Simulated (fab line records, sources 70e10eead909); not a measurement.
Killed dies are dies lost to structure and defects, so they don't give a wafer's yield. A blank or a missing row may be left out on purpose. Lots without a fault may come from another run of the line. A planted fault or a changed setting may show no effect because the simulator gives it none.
A struck lot beside a sound one | flow nand_harc | 15 steps out of a route of 1159
Sound: wafers L459.1, L459.3, L459.4. Struck: wafers L462.1, L462.4, L462.6. The cause comes at the end.
At each step with rows: each side's tool, then ch and its chambers, then its first start. Under that, the readings that differ: sound wafers | struck wafers | difference of the means | sigmas: that difference in standard deviations of wafers without a fault.
alike: readings whose means differ by less than 2 such deviations, and words and numbers that are the same on both sides. not compared: withheld readings, readings that some wafer has no value for, bounds like >300 that may hide the same value, and numbers for which the record gives no deviation and whose values overlap.
The two part at a step that has a row with sigmas, a row that says differs or no value, or rows on one side only. Numbers that don't overlap but have no deviation are shown without sigmas and don't part them. A reading that every wafer of one side lacks parts them only if that side has two wafers or more.

NHARC_P_M2_ETCH_35: etches the open film in N2/H2, target depth 40 nm, overetch 12 nm, time 43.94 s.
  sound on rie_diel-13 ch 1,2,3, day 8 11:28; struck on rie_diel-13 ch 0,1,3, day 9 09:51
  alike: chamber_pressure_mTorr, drypump_motor_current_A, oes_product_au, rf_vpp_V, showerhead_plenum_p_Torr, throttle_valve_pct
  not compared: rf_hours_counter_h
then, 1 step without rows for these wafers: NHARC_P_M2_ETCH_15 (etches the open film in C4F8/Ar, target depth 182.5 nm, time 91.2 s).
NHARC_P_M2_CD_MEAS_16:
  sound on cd_sem-03, day 8 11:41; struck on cd_sem-02, day 9 10:04
  alike: cd_nm
then, 1 step without rows for these wafers: NHARC_P_M2_STRIP_18 (strips in N2/H2).
NHARC_P_M2_ETCH_28: etches the open film in CF4/N2, target depth 30 nm, time 72.99 s.
  sound on rie_diel-13 ch 0,1,3; struck on rie_diel-10 ch 2,3, day 9 10:24
  alike: chamber_pressure_mTorr, drypump_motor_current_A, oes_product_au, rf_vpp_V, showerhead_plenum_p_Torr, throttle_valve_pct
  not compared: rf_hours_counter_h
then, 1 step without rows for these wafers: NHARC_P_M2_STRIP_19 (strips in post etch residue remover, time 600 s).
NHARC_P_M2_DEGAS_29: time 60 s.
  sound on pvd_sputter-01, day 8 12:23; struck on pvd_sputter-03, day 9 10:48
  alike: heater_power_w
then, 2 steps without rows for these wafers: NHARC_P_M2_PRE_CLEAN_30 (time 30 s); NHARC_P_M2_PVD_20 (deposits TaN, target thk 5 nm, time 8.06 s).
NHARC_P_M2_PVD_21: deposits Cu, target thk 30 nm, time 20.49 s.
  sound on pvd_sputter-01; struck on pvd_sputter-03
  alike: substrate_temp_c, throttle_valve_pct
then, 1 step without rows for these wafers: NHARC_P_M2_ECD_22 (material Cu, target thk 400 nm).
NHARC_P_M2_ANNEAL_31: time 90 s.
  sound on rtp_anneal-01 ch 0, day 8 13:08; struck on rtp_anneal-01 ch 0, day 9 11:32
  alike: wafer_temp_C_max
NHARC_P_M2_CMP_23: polishes, t overpolish 20 s, target thk 144.3 nm.
  sound on cmp-04 ch 0,1,3, day 8 13:28; struck on cmp-01 ch 0,1, day 9 11:53
  no value came back on the struck wafers for edge_zone_pressure_frac, motor_current_A (A), time_to_endpoint_s (s); on the sound wafers edge_zone_pressure_frac reads 1.003 0.993 0.996
NHARC_P_M2_THK_MEAS_24: measures by xrf.
  sound on film_metro-01, day 8 13:47; struck on film_metro-01, day 9 12:12
  reading     | sound             | struck            | difference | sigmas
  thk_nm (nm) | 147.2 146.2 145.3 | 401.2 400.6 396.0 | +253.0     | +99 or more
then, 1 step without rows for these wafers: NHARC_P_M2_SRD_25.

WHERE THEY PART
First at NHARC_P_M2_CMP_23; last, within this record, at NHARC_P_M2_THK_MEAS_24.

WHY: what the simulator had put in
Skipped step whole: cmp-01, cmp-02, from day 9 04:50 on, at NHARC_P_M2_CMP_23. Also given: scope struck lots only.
